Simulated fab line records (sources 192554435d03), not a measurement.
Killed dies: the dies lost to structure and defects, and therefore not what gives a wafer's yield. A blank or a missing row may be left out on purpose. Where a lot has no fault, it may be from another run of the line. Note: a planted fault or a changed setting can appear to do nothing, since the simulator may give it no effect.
fab line records + flow n5_finfet
record:
- lots: 4
- wafers: 12
- last_day: 17
route steps=1938 shown BEOL_M5@1188 BEOL_M6@1194 PASSIVATION@1936
lots that met no fault: taken from a fault-free run of the same line
start_h: the number of hours between the record's first day and the start of the first shown wafer of the lot + wait_h: hours since the lot's step before + " the same as in the row above + L1.1+2: several wafers, shown together as one row + - either no value or no given start + * or withheld: withheld + < > ~ a bound
route shown NAME@n: a module of which the file shows steps, and the number in the route of the first + usual: mean/standard deviation taken from wafers without a fault + same: alike in all rows + chamber/n: place in a boat + sites: readings site by site + _std_site: how widely they spread, as a standard deviation + _edge_site: inner sites' mean taken away from outer sites' mean + radius_mm: how far each site lies from the wafer's centre + mask NAME#n: copy n + behind: the last tool/chamber to shape the wafer + hold: the reason the lot was held/the length of the hold in hours/how it ended + device: which transistor (n, p or np) failed to switch + end of line: the tests these same wafers got at the end of their route + where a step has no rows: the recipe by itself + killed: at the first sort, the dies lost to defects and structure; wafer yield is something else + map: dies across one wafer; x = killed, . = not, _ = none there
set.NAME: the run value of the setting; set.NAME@STEP: its run value at that earlier step + model.NAME: the simulator's own value behind a step, which no gauge read
a table for each step, a row for each wafer; lots at some steps of the route
services: when a tool's chamber went out of use (start_h, in hours from the record's first day, below 0 if earlier), for how many hours, and the reason
== steps ==
step: N5_BEOL_M5_PRE_CLEAN_77
recipe:
- gas: NH3/H2
- time_s: 15
- temp_c: *
- rf_power_w: 300
step: N5_BEOL_M5_CO_CAP_78
recipe:
- material: Co
- target_thk_a: 20
- temp_c: 200
- precursor: CCTBA/H2
- pressure_torr: 30
- time_s: 102.1
step: N5_BEOL_M5_PRE_CLEAN_55
recipe:
- gas: NH3
- time_s: 15
- temp_c: withheld
- rf_power_w: 300
step: N5_BEOL_M5_DEP_56
recipe:
- material: SiCN
- target_thk_a: 80
- temp_c: withheld
- precursor: 3MS/NH3
- pressure_torr: 3
- rf_w: 202
- time_s: 14
step: N5_BEOL_M6_ILD_DEP_00
recipe:
- material: SiCOH_lowk
- target_thk_a: 1797.5
- temp_c: 300
- precursor: DEMS/porogen
- pressure_torr: 5
- rf_w: 500
- time_s: 33.4
step: N5_BEOL_M6_CURE_74
recipe:
- temp_c: 385
- time_s: 240
- ambient: He/Ar
- material: SiCOH_lowk
step: N5_BEOL_M6_PECVD_70
recipe:
- material: SiO2
- target_thk_a: 200
- temp_c: 400
- precursor: TEOS/O2
- pressure_torr: 5.5
- rf_w: 450
- teos_flow_sccm: 53.8
- gas: O2
- flow_sccm: 3000
- time_s: 22.7
step: N5_BEOL_M6_HM_DEP_02
recipe:
- material: TiN
- target_thk_a: 200
- temp_c: 25
- chamber_pressure_pa: 0.49996
step: N5_BEOL_M6_COAT_59
recipe:
- resist: SOC
- temp_c: 250
- time_s: 60
- spin_rpm: 1500
- resist_thk_nm: 100
step: N5_BEOL_M6_COAT_60
recipe:
- resist: SiARC
- temp_c: 220
- time_s: 60
- spin_rpm: 1500
- resist_thk_nm: 35
usual:
- chill_plate_temp_C: 22.98/0.11
- spin_speed_rpm: 1499.8/0.99
| lot.wafer | tool           | chamber | start_h | wait_h | chill_plate_temp_C | spin_speed_rpm | model.SiARC_of_BEOL_M6_COAT_60.thk_nm |
|-----------|----------------|---------|---------|--------|--------------------|----------------|---------------------------------------|
| L407.2    | litho_track-05 | 0       | 219.79  | -      | 23.13              | 1500.4         | 35                                    |
| L407.5    | "              | 0       | "       | "      | 22.99              | 1500.3         | 35                                    |
| L407.6    | "              | 0       | "       | "      | 22.96              | 1500.8         | 35                                    |
| L416.3    | litho_track-05 | 0       | 269.81  | -      | 22.89              | 1401.4         | 36.2                                  |
| L416.5    | "              | 0       | "       | "      | 22.92              | 1401.3         | 36.2                                  |
| L416.6    | "              | 0       | "       | "      | 22.87              | 1399.1         | 36.2                                  |
| L420.1    | litho_track-05 | 0       | 303.48  | -      | 22.91              | 1400.6         | 36.2                                  |
| L420.3    | "              | 0       | "       | "      | 23.13              | 1399.9         | 36.4                                  |
| L420.4    | "              | 0       | "       | "      | 22.89              | 1399.6         | 36.2                                  |
| L423.1    | litho_track-03 | 0       | 313.98  | -      | 22.83              | 1501.3         | 35.2                                  |
| L423.5    | "              | 0       | "       | "      | 22.83              | 1501.4         | 35.4                                  |
| L423.6    | "              | 0       | "       | "      | 22.87              | 1498.2         | 35.2                                  |
step: N5_BEOL_M6_COAT_05
recipe:
- resist: CAR-ArF
- spin_rpm: 1500
- resist_thk_nm: 90
step: N5_BEOL_M6_EBR_07
recipe:
- solvent: PGMEA
- ebr_width_mm: 1.5
step: N5_BEOL_M6_SOFTBAKE_06
recipe:
- temp_c: 110
- time_s: 60
- resist: CAR-ArF
step: N5_BEOL_M6_EXPOSE_08
recipe:
- mask_id: M6
- na: 1.35
- source_shape: dipole
- sigma_inner: 0.817
- sigma_outer: 0.97
- polarization: te
- dose_mj: 68.25
step: N5_BEOL_M6_PEB_09
recipe:
- peb_temp_c: withheld
- peb_time_s: 60
- resist: CAR-ArF
step: N5_BEOL_M6_DEVELOP_10
recipe:
- develop_time_s: 30
- developer: TMAH
- resist: CAR-ArF
- rinse_liquid: diw
- dry: air_spin
- dev_temp_c: 23
step: N5_BEOL_M6_DESCUM_16
recipe:
- chemistry: O2
- time_s: 7.9
- source_power_w: 50
- bias_power_w: 20
- pressure_mtorr: 20
- rf_frequency_hz: 2.712e+07
- temp_c: 40
- resist: CAR-ArF
- o2_flow_sccm: 225
step: N5_BEOL_M6_ETCH_61
recipe:
- chemistry: CF4
- target: SiARC
- target_depth_a: 455
- mask_material: CAR-ArF
- time_s: 75.8
- ion_energy_ev: 80
- pressure_mtorr: 40
- source_w: 545
- bias_w: 36
- Ar_flow_sccm: 100
- cf4_flow_sccm: 100
- ends: cleared
usual:
- drypump_motor_current_A: 5.8/0.45
- etch_rf_on_time_s: 75.0/2.1
- oes_product_au: 0.72/0.063
- rf_vpp_V: 184.3/0.96
- showerhead_plenum_p_Torr: 2.17/0.057
- throttle_valve_pct: 15.56/0.24
| lot.wafer | tool        | chamber | start_h | wait_h | drypump_motor_current_A | etch_rf_on_time_s | oes_product_au | rf_hours_counter_h | rf_vpp_V | showerhead_plenum_p_Torr | throttle_valve_pct | model.etch.depth_nm | model.CAR-ArF_of_BEOL_M6_COAT_05.thk_nm |
|-----------|-------------|---------|---------|--------|-------------------------|-------------------|----------------|--------------------|----------|--------------------------|--------------------|---------------------|-----------------------------------------|
| L407.2    | rie_diel-06 | 0       | 220.37  | 0.0    | 5.2                     | 79.4              | 0.65           | 152                | 185.3    | 2.23                     | 15.68              | 35.06               | 50.8                                    |
| L407.5    | "           | 1       | "       | "      | 6.1                     | 74.7              | 0.74           | -                  | 185.6    | 2.26                     | 15.36              | 35.06               | 50.8                                    |
| L407.6    | "           | 2       | "       | "      | 5.5                     | 75.9              | 0.84           | -                  | 184.8    | 2.19                     | 15.40              | 35.05               | 50.8                                    |
| L416.3    | rie_diel-01 | 0       | 270.30  | 0.0    | 6.7                     | 77.2              | 0.75           | 32                 | 185.6    | 2.18                     | 15.42              | 36.18               | 49.8                                    |
| L416.5    | "           | 1       | "       | "      | 6.4                     | 77.7              | 0.69           | -                  | 183.4    | 2.15                     | 15.31              | 36.14               | 49.8                                    |
| L416.6    | "           | 0       | "       | "      | 6.7                     | 77.2              | 0.75           | -                  | 184.3    | 2.18                     | 15.45              | 36.18               | 49.6                                    |
| L420.1    | rie_diel-06 | 1       | 303.89  | 0.0    | 6.0                     | 77.9              | 0.70           | 82                 | 186.4    | 2.25                     | 15.41              | 36.18               | 49.8                                    |
| L420.3    | "           | 2       | "       | "      | 5.6                     | 79.2              | 0.77           | 37                 | 184.1    | 2.18                     | 15.48              | 36.33               | 49.4                                    |
| L420.4    | "           | 0       | "       | "      | 5.1                     | 81.0              | 0.63           | 181                | 185.7    | 2.22                     | 15.74              | 36.29               | 49.4                                    |
| L423.1    | rie_diel-03 | 0       | 314.47  | 0.0    | 5.9                     | 77.4              | 0.72           | 63                 | 185.5    | 2.17                     | 15.72              | 35.29               | 51                                      |
| L423.5    | "           | 2       | "       | "      | 5.3                     | 78.3              | 0.70           | -                  | 184.4    | 2.16                     | 15.63              | 35.31               | 50.8                                    |
| L423.6    | "           | 1       | "       | "      | 6.0                     | 76.7              | 0.68           | -                  | 183.4    | 2.08                     | 15.62              | 35.27               | 50.6                                    |
step: N5_BEOL_M6_ETCH_62
recipe:
- chemistry: N2/H2
- target: SOC
- target_depth_a: 1100
- overetch_a: 220
- mask_material: SiARC
- temp_c: 40
- time_s: 165
- ion_energy_ev: 200
- pressure_mtorr: 30
- source_w: 840
- bias_w: 150
- n2_flow_sccm: 200
- h2_flow_sccm: 200
usual:
- drypump_motor_current_A: 5.8/0.45
- oes_product_au: 0.71/0.06
- rf_vpp_V: 524.7/2
- showerhead_plenum_p_Torr: 2.58/0.073
- throttle_valve_pct: 17.82/0.28
| lot.wafer | tool        | chamber | start_h | wait_h | drypump_motor_current_A | oes_product_au | rf_hours_counter_h | rf_vpp_V | showerhead_plenum_p_Torr | throttle_valve_pct | model.SiARC_of_BEOL_M6_COAT_60.thk_nm |
|-----------|-------------|---------|---------|--------|-------------------------|----------------|--------------------|----------|--------------------------|--------------------|---------------------------------------|
| L407.2    | rie_diel-06 | 0       | 220.42  | 0.0    | 5.2                     | 0.66           | 152                | 527.9    | 2.66                     | 17.99              | 28.4                                  |
| L407.5    | "           | 1       | "       | "      | 6.1                     | 0.72           | -                  | 528.0    | 2.70                     | 17.57              | 28.2                                  |
| L407.6    | "           | 2       | "       | "      | 5.6                     | 0.83           | -                  | 525.4    | 2.61                     | 17.76              | 28.2                                  |
| L416.3    | rie_diel-01 | 0       | 270.36  | 0.0    | 6.7                     | 0.74           | 32                 | 525.8    | 2.61                     | 17.64              | 29.4                                  |
| L416.5    | "           | 1       | "       | "      | 6.4                     | 0.69           | -                  | 525.4    | 2.55                     | 17.41              | 29.4                                  |
| L416.6    | "           | 0       | "       | "      | 6.7                     | 0.74           | -                  | 525.2    | 2.61                     | 17.64              | 29.4                                  |
| L420.1    | rie_diel-06 | 1       | 303.95  | 0.0    | 6.1                     | 0.70           | 82                 | 526.7    | 2.68                     | 17.62              | 29.4                                  |
| L420.3    | "           | 2       | "       | "      | 5.6                     | 0.77           | 37                 | 524.9    | 2.60                     | 17.82              | 29.8                                  |
| L420.4    | "           | 0       | "       | "      | 5.2                     | 0.64           | 181                | 526.0    | 2.64                     | 18.05              | 29.8                                  |
| L423.1    | rie_diel-03 | 0       | 314.53  | 0.0    | 5.9                     | 0.71           | 63                 | 525.0    | 2.57                     | 17.96              | 28.6                                  |
| L423.5    | "           | 2       | "       | "      | 5.3                     | 0.70           | -                  | 523.5    | 2.58                     | 17.92              | 29                                    |
| L423.6    | "           | 1       | "       | "      | 6.0                     | 0.68           | -                  | 521.5    | 2.46                     | 17.84              | 28.6                                  |
step: N5_BEOL_M6_STRIP_68
recipe:
- chemistry: N2/H2
- temp_c: 40
- n2_flow_sccm: 200
- h2_flow_sccm: 200
- rf_frequency_hz: 6e+07
step: N5_PASSIVATION_PROBE_49
usual:
- defect_limited_yield: 91.6/1.6
- killed_at_M0_to_M3: 31/10
- killed_at_M4_up: 14/6.3
- killed_at_contacts: 12/6.1
- killed_at_front_end: 39/12
- killed_at_other: 3.7/2.8
- killed_dies: 100/19
- killed_on_rim: 13/4.2
- killed_open: 66/14
- killed_short: 33/8.1
- sort_bin_5_function: 5.0/1.1
- sort_bin_6_memory: 3.2/0.66
- sort_bin_8_speed: 0.01/0.077
- sort_n_pass: 1080/18
- sort_yield_pct: 91.6/1.6
same:
- gross_dies: 1180
- killed_at_back_side: 0
- sort_bin_4_leakage[%]: 0
| lot.wafer | tool      | chamber | start_h | wait_h | defect_limited_yield[%] | killed_at_M0_to_M3 | killed_at_M4_up | killed_at_contacts | killed_at_front_end | killed_at_other | killed_dies | killed_on_rim | killed_open | killed_short | sort_bin_5_function[%] | sort_bin_6_memory[%] | sort_bin_8_speed[%] | sort_n_pass | sort_yield_pct[%] |
|-----------|-----------|---------|---------|--------|-------------------------|--------------------|-----------------|--------------------|---------------------|-----------------|-------------|---------------|-------------|--------------|------------------------|----------------------|---------------------|-------------|-------------------|
| L407.2    | prober-02 | -       | 304.58  | 0.1    | 93.6                    | 21                 | 6               | 10                 | 38                  | 1               | 76          | 6             | 60          | 13           | 3.6                    | 2.7                  | 0                   | 1104        | 93.6              |
| L407.5    | prober-02 | -       | 304.73  | 0.2    | 91.3                    | 28                 | 8               | 8                  | 53                  | 6               | 103         | 16            | 72          | 29           | 5.5                    | 3.1                  | 0                   | 1077        | 91.3              |
| L407.6    | prober-02 | -       | 304.78  | 0.3    | 91.4                    | 30                 | 13              | 7                  | 43                  | 9               | 102         | 11            | 58          | 41           | 4.8                    | 3.4                  | 0                   | 1078        | 91.4              |
| L416.3    | prober-02 | -       | 366.54  | 0.1    | 93.2                    | 23                 | 10              | 2                  | 40                  | 5               | 80          | 13            | 50          | 28           | 4.2                    | 2.4                  | 0                   | 1100        | 93.2              |
| L416.5    | prober-02 | -       | 366.64  | 0.2    | 90.4                    | 40                 | 15              | 6                  | 49                  | 3               | 113         | 14            | 69          | 44           | 5.2                    | 3.8                  | 0                   | 1067        | 90.4              |
| L416.6    | prober-02 | -       | 366.69  | 0.3    | 91.5                    | 16                 | 13              | 6                  | 64                  | 1               | 100         | 11            | 75          | 23           | 5.3                    | 3.1                  | 0                   | 1080        | 91.5              |
| L420.1    | prober-01 | -       | 393.20  | 0.0    | 91.9                    | 13                 | 24              | 10                 | 42                  | 6               | 95          | 7             | 68          | 27           | 4.7                    | 3.1                  | 0                   | 1085        | 91.9              |
| L420.3    | prober-01 | -       | 393.30  | 0.1    | 90.0                    | 32                 | 9               | 29                 | 45                  | 3               | 118         | 11            | 89          | 27           | 5.8                    | 4.1                  | 0                   | 1062        | 90.0              |
| L420.4    | prober-01 | -       | 393.35  | 0.2    | 93.3                    | 23                 | 13              | 17                 | 26                  | 0               | 79          | 17            | 53          | 26           | 3.9                    | 2.5                  | 0                   | 1101        | 93.3              |
| L423.1    | prober-01 | -       | 399.69  | 0.0    | 93.3                    | 19                 | 10              | 20                 | 27                  | 3               | 79          | 14            | 54          | 22           | 3.9                    | 2.5                  | 0.93                | 1090        | 92.4              |
| L423.5    | prober-01 | -       | 399.89  | 0.2    | 94.0                    | 18                 | 2               | 25                 | 24                  | 2               | 71          | 4             | 45          | 25           | 3.5                    | 2.2                  | 0                   | 1109        | 94.0              |
| L423.6    | prober-01 | -       | 399.94  | 0.3    | 90.9                    | 27                 | 8               | 18                 | 43                  | 11              | 107         | 14            | 71          | 34           | 5.8                    | 3.1                  | 0                   | 1073        | 90.9              |
killed by level:class
L407.2 STI_FIN_REVEAL:geometric_particle:open=16 FIN_SAQP:geometric_particle:open=9 MOL_CONTACT_COAG:geometric_particle:open=9 BEOL_M0_SAQP:geometric_particle:open=5 BEOL_M3:geometric_particle:open=5 BEOL_M0_SAQP:geometric_particle:short=4 BEOL_M1:geometric_particle:open=3 BEOL_M4:geometric_particle:open=3
L407.5 FIN_SAQP:geometric_particle:open=13 STI_FIN_REVEAL:geometric_particle:open=12 BEOL_M1:geometric_particle:open=9 MOL_CONTACT_COAG:geometric_particle:open=7 FIN_SAQP:geometric_particle:short=5 STI_FIN_REVEAL:geometric_particle:short=4 DUMMY_GATE:geometric_particle:short=4 GATE_CUT:geometric_particle:open=4
L407.6 FIN_SAQP:geometric_particle:open=8 FIN_SAQP:geometric_particle:short=8 BEOL_M0_SAQP:geometric_particle:short=8 BEOL_M3:geometric_particle:open=6 GATE_CUT:geometric_particle:short=6 BEOL_M5:geometric_particle:open=6 STI_FIN_REVEAL:geometric_particle:open=5 MOL_CONTACT_COAG:geometric_particle:open=5
L416.3 FIN_SAQP:geometric_particle:open=12 SPACER0:geometric_particle:short=8 SPACER0:geometric_particle:open=5 BEOL_M2:geometric_particle:open=5 BEOL_M0:geometric_particle:open=4 FIN_SAQP:geometric_particle:short=3 GATE_CUT:geometric_particle:short=3 BEOL_M1:geometric_particle:open=3
L416.5 FIN_SAQP:geometric_particle:open=12 STI_FIN_REVEAL:geometric_particle:open=10 BEOL_M0_SAQP:geometric_particle:short=9 BEOL_M3:geometric_particle:open=8 GATE_CUT:geometric_particle:short=6 BEOL_M1:geometric_particle:open=6 FIN_SAQP:geometric_particle:short=5 BEOL_M0:geometric_particle:open=5
L416.6 FIN_SAQP:geometric_particle:open=14 STI_FIN_REVEAL:geometric_particle:open=9 DUMMY_GATE:geometric_particle:open=8 GATE_CUT:geometric_particle:open=7 MOL_CONTACT_COAG:geometric_particle:open=6 GATE_CUT:geometric_particle:short=5 BEOL_M1:geometric_particle:open=5 FIN_SAQP:geometric_particle:short=4
L420.1 BEOL_M5:geometric_particle:open=12 STI_FIN_REVEAL:geometric_particle:open=11 MOL_CONTACT_COAG:geometric_particle:open=10 BEOL_M1:geometric_particle:open=9 GATE_CUT:geometric_particle:short=7 FIN_SAQP:geometric_particle:short=5 FIN_SAQP:geometric_particle:open=5 STARTING-WAFER:geometric_particle:open=5
L420.3 MOL_CONTACT_COAG:geometric_particle:open=25 STI_FIN_REVEAL:geometric_particle:open=14 FIN_SAQP:geometric_particle:open=10 BEOL_M3:geometric_particle:open=10 BEOL_M0_SAQP:geometric_particle:short=8 BEOL_M0_SAQP:geometric_particle:open=7 FIN_SAQP:geometric_particle:short=5 DUMMY_GATE:geometric_particle:open=4
L420.4 MOL_CONTACT_COAG:geometric_particle:open=11 STI_FIN_REVEAL:geometric_particle:open=7 FIN_SAQP:geometric_particle:open=6 MOL_CONTACT_COAG:geometric_particle:short=6 BEOL_M0_SAQP:geometric_particle:short=6 BEOL_M0_SAQP:geometric_particle:open=5 BEOL_M4:geometric_particle:open=4 FIN_SAQP:geometric_particle:short=3
L423.1 MOL_CONTACT_COAG:geometric_particle:open=15 FIN_SAQP:geometric_particle:open=6 BEOL_M0_SAQP:geometric_particle:open=6 FIN_SAQP:geometric_particle:short=5 MOL_CONTACT_COAG:geometric_particle:short=5 STI_FIN_REVEAL:geometric_particle:open=4 BEOL_M0_SAQP:geometric_particle:short=3 BEOL_M1:geometric_particle:short=3
L423.5 MOL_CONTACT_COAG:geometric_particle:open=20 BEOL_M0_SAQP:geometric_particle:open=7 GATE_CUT:geometric_particle:short=6 MOL_CONTACT_COAG:geometric_particle:short=5 BEOL_M0_SAQP:geometric_particle:short=5 FIN_SAQP:geometric_particle:short=4 STARTING-WAFER:geometric_particle:open=4 FIN_SAQP:geometric_particle:open=3
L423.6 MOL_CONTACT_COAG:geometric_particle:open=13 FIN_SAQP:geometric_particle:open=8 STI_FIN_REVEAL:geometric_particle:open=7 GATE_CUT:geometric_particle:short=7 BEOL_M0_SAQP:geometric_particle:short=7 BEOL_M1:geometric_particle:open=7 BEOL_M0_SAQP:geometric_particle:open=6 MOL_CONTACT_COAG:geometric_particle:short=5
== services ==
| tool        | chamber | start_h | hours | kind                          |
|-------------|---------|---------|-------|-------------------------------|
| rie_diel-01 | 2       | 210.24  | -     | clean                         |
| rie_diel-01 | 2       | 210.24  | -     | consumable_replace:focus_ring |
| rie_diel-01 | 2       | 210.24  | 15.4  | scheduled_down                |
| rie_diel-01 | 2       | 210.24  | 15.4  | vent_cycle                    |
| rie_diel-03 | -       | 221.21  | 0.3   | repair                        |
| rie_diel-01 | 3       | 247.96  | -     | clean                         |
| rie_diel-01 | 3       | 247.96  | -     | consumable_replace:focus_ring |
| rie_diel-01 | 3       | 247.96  | 16.2  | scheduled_down                |
| rie_diel-01 | 3       | 247.96  | 16.2  | vent_cycle                    |
| rie_diel-03 | 1       | 267.61  | 8.5   | repair                        |
| rie_diel-01 | -       | 282.13  | 15.6  | pm                            |
| rie_diel-03 | 0       | 288.61  | 3.7   | repair                        |
== key ==
first_sign:
- step: N5_BEOL_M6_COAT_60
- reading: spin_speed_rpm
- direction: down
- sigmas: 99+
- usual: *
- struck: *
effect none on later readings
model_effect:
- step: N5_BEOL_M6_COAT_60
- value: SiARC_of_BEOL_M6_COAT_60.thk_nm
- without: 35.03
- struck: 36.23
model_effect:
- step: N5_BEOL_M6_ETCH_61
- value: etch.depth_nm
- without: 35
- struck: 36.22
model_effect:
- step: N5_BEOL_M6_ETCH_62
- value: SiARC_of_BEOL_M6_COAT_60.thk_nm
- without: 28.27
- struck: 29.53
met_at N5_BEOL_M6_COAT_60
struck_wafers L416.3,L416.5,L416.6,L420.1,L420.3,L420.4
onset_between 219.79 269.81
fault:
- kind: process_parameter_drift
- tool: litho_track-05
- chamber: -
- onset_h: 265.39
- steps: N5_BEOL_M6_COAT_60
- channel: spin_rpm
- offset: *
- shape: step
- end_h: 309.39
- acts_in: *
- stated: *
